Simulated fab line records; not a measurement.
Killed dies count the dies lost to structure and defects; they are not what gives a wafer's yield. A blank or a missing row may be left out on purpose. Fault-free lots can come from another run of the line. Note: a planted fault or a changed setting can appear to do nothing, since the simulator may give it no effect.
Chamber matching	flow n5_finfet	N5_GATE_CUT_CMP_61 on cmp-02 has 4 sister chambers
The step polishes, stops on SiNx, t overpolish 3 s. 4 wafers are shown with their chamber, then 9 later ones without.

WAFERS WITH THEIR CHAMBER
wafer	chamber	motor_current_A (A)
L088.2	3	10.9
L089.3	2	13.1
L089.4	0	12.3
L089.6	1	13.9

WAFERS WITH NO CHAMBER GIVEN
wafer	motor_current_A (A)
L094.2	13.6
L094.5	12.8
L094.6	11.8
L096.4	13.2
L096.5	13.9
L096.6	13.3
L097.1	11.0
L097.2	13.9
L097.5	13.6

WHICH CHAMBER EACH WENT THROUGH
wafer	from the rows above	in truth
L094.2	can't be placed: 1 or 2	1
L094.5	can't be placed: 2 or 0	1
L094.6	can't be placed: 0 or 3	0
L096.4	2	2
L096.5	1	1
L096.6	can't be placed: 2 or 1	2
L097.1	3	3
L097.2	1	1
L097.5	can't be placed: 1 or 2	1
Placed correctly: 4 of 9. These rows do not allow placing 5 (true chamber among the candidates in 4). Wrongly placed: 0.
How it was worked out, from the rows above alone: a wafer's distance from a chamber is the root of the sum, over the readings, of the square of ((its reading less the chamber's mean) divided by the reading's scatter). If the next closest chamber is less than 2 further off than the closest, the wafer can't be placed; otherwise it belongs to the closest. The mean given for a chamber averages the wafers shown for that chamber. The scatter (one wafer shown for each chamber): square how far every hidden wafer sits from the nearest shown wafer, average those squares and take the square root.
